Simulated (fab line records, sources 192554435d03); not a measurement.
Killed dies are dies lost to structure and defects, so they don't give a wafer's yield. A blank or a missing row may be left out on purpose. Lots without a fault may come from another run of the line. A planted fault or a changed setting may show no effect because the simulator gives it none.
Chamber matching | flow n5_finfet | N5_BEOL_M8_CMP_52 on cmp-01: 4 sister chambers
The step polishes, stops on SiCOH lowk, t overpolish 6.9 s, target thk 80 nm. 7 wafers are shown with their chamber, then 7 later ones without.

WAFERS WITH THEIR CHAMBER
wafer  | chamber | motor_current_A (A) | time_to_endpoint_s (s)
L083.2 | 2       | 5.1                 | 63
L088.2 | 3       | 6.7                 | 65
L088.3 | 1       | 5.3                 | 57
L088.4 | 0       | 7.3                 | 64
L090.3 | 0       | 7.2                 | 67
L090.4 | 3       | 7.0                 | 66
L093.3 | 1       | 5.2                 | 59

WAFERS WITHOUT THEIR CHAMBER
wafer  | motor_current_A (A) | time_to_endpoint_s (s)
L093.4 | 6.8                 | 65
L094.1 | 6.8                 | 61
L094.2 | 5.0                 | 63
L095.1 | 5.1                 | 60
L095.4 | 6.7                 | 66
L097.3 | 5.2                 | 57
L097.4 | 6.8                 | 65

WHICH CHAMBER EACH WENT THROUGH
wafer  | from the rows above     | in truth
L093.4 | 3                       | 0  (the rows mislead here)
L094.1 | can't be placed: 3 or 0 | 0
L094.2 | 2                       | 2
L095.1 | can't be placed: 1 or 2 | 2
L095.4 | 3                       | 3
L097.3 | 1                       | 1
L097.4 | 3                       | 3
Placed correctly: 4 of 7. Can't be placed from these rows: 2 (the true chamber is among the candidates in 2). Placed wrongly: 1.
How it was worked out, from the rows above alone: a wafer's distance from a chamber is the root of the sum, over the readings, of the square of ((its reading less the chamber's mean) divided by the reading's scatter). The wafer belongs to the nearest chamber; if the next one is less than 2 further off, it can't be placed. A chamber's mean is the mean of its shown wafers. The scatter: the root of (the sum of the squares of (reading less its chamber's mean) over the shown wafers, divided by (wafers less chambers)).
